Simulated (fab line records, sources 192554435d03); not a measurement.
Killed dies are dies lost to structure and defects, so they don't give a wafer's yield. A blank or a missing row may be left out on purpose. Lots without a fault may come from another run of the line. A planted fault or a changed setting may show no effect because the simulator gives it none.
Split-lot experiment | flow n5_finfet | 7 lots, 21 wafers read, on a route of 1938 steps

THE SPLIT
At N5_FIN_SAQP_SPACER1_ALD_24 (deposits SiO2, target thk 20.3 nm, pulse time 1 s, purge time 2 s), the setting ald_cycles was moved away from the recipe's 218 on 8 of the 21 wafers read, by -10.1% to +16.5%. The other wafers ran this setting at the recipe's value.

FROM THE SPLIT TO THE READING: what the file shows between them, 2 steps
- N5_FIN_SAQP_SPACER1_ETCHBACK_25: etches SiO2 in CHF3/O2, target depth 24.4 nm, time 12.2 s
- N5_FIN_SAQP_MANDREL1_REMOVE_56: chemistry HBr/Cl2/O2, target a-Si, stops on SiNx, bt time 10 s

THE READING
cd_nm, in nm, at N5_FIN_SAQP_CD_MEAS_27 (target cd 20 nm). Fault-free wafers of this fab line usually give 20.33 nm, standard deviation 0.22 nm.

wafer  | tool, chamber at the split | ald_cycles as run | against the recipe | cd_nm, nm | against lot-mates on the recipe
L078.2 | ald_sin-04, 3              | 202               | -7.3%              | 18.48     | -1.85
L078.3 | ald_sin-04, 1,2            | 218               | recipe             | 20.19     | -
L078.4 | ald_sin-04, 1,2            | 218               | recipe             | 20.47     | -
L079.3 | ald_sin-03, 1              | 218               | recipe             | 19.95     | -
L079.4 | ald_sin-03, 0              | 243               | +11.5%             | 22.82     | +2.87
L079.6 | ald_sin-03, 0              | 243               | +11.5%             | 22.80     | +2.85
L085.2 | ald_sin-01, 2              | 254               | +16.5%             | 23.99     | +3.40
L085.3 | ald_sin-01, 0              | 254               | +16.5%             | 23.83     | +3.24
L085.6 | ald_sin-01, 2              | 218               | recipe             | 20.59     | -
L088.2 | ald_sin-03, 2,0            | 218               | recipe             | 20.58     | -
L088.3 | ald_sin-03, 3              | 196               | -10.1%             | 18.27     | -2.25
L088.5 | ald_sin-03, 2,0            | 218               | recipe             | 20.45     | -
L089.1 | ald_sin-04, 2              | 218               | recipe             | 20.30     | -
L089.3 | ald_sin-04, 1              | 233               | +6.9%              | 22.16     | +1.82
L089.5 | ald_sin-04, 2              | 218               | recipe             | 20.37     | -
L090.3 | ald_sin-03, 1              | 218               | recipe             | 20.24     | -
L090.5 | ald_sin-03, 0              | 206               | -5.5%              | 18.78     | -1.46
L090.6 | ald_sin-03, 1              | 218               | recipe             | 20.25     | -
L093.2 | ald_sin-04, 2,3            | 218               | recipe             | 20.38     | -
L093.3 | ald_sin-04, 0              | 218               | recipe             | 20.33     | -
L093.5 | ald_sin-04, 2,3            | 218               | recipe             | 20.43     | -
Where a row lists several chambers, the file gives one row for several wafers and doesn't say which wafer went through which chamber.

THE FIT
A straight line over all 21 wafers: cd_nm changes by +0.222 nm for each +1% of ald_cycles; r = +0.99; the points scatter about the line by 0.19 nm.
The same after taking each lot's own level away (the mean of its wafers on the recipe; 21 wafers): +0.223 nm for each +1%; r = +0.99; scatter 0.19 nm.
On that fit, the largest move of ald_cycles shifts the reading by 3.7 nm.
The lots' own levels span 19.950 to 20.590 nm, that is 2.9 times the standard deviation above.
So the lot-to-lot level changes the slope little: the two slopes agree.
Check: with one of the wafers moved furthest among these (+16.5%) left out of the fit, the line predicts +3.77 nm for it against its lot-mates. It came out at +3.4 nm against them.

OTHER SPLITS ON THESE WAFERS
These wafers also went through other splits before the reading. Each is held against what the fit with the lots' levels taken away leaves over:
other split on the same wafers | wafers away from the commonest value | r with cd_nm (lot level and that fit taken away)
N5_ZERO_LAYER_PECVD_02 time_s  | 7                                    | -0.07

THE WHOLE CHAIN: every reading that the file lists as answering this split, in the file's order
step                           | what it does                                                      | reading                                                                                 | change (the file's fit)               | r (the file's)
N5_FIN_SAQP_SPACER1_ALD_24     | deposits SiO2, target thk 20.3 nm, pulse time 1 s, purge time 2 s | SiO2_of_FIN_SAQP_SPACER1_ALD_24.thk_nm (the simulator's own value, which no gauge read) | +0.206 nm for each +1% of the setting | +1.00
N5_FIN_SAQP_MANDREL1_REMOVE_56 | chemistry HBr/Cl2/O2, target a-Si, stops on SiNx, bt time 10 s    | FIN_SAQP.cd_nm (the simulator's own value, which no gauge read)                         | +0.206 nm for each +1% of the setting | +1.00
N5_FIN_SAQP_CD_MEAS_27         | target cd 20 nm                                                   | cd_nm                                                                                   | +0.226 nm for each +1% of the setting | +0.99

THE FILE'S OWN FIT
cd_nm changes by +0.226 nm for each +1% of ald_cycles, r = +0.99.
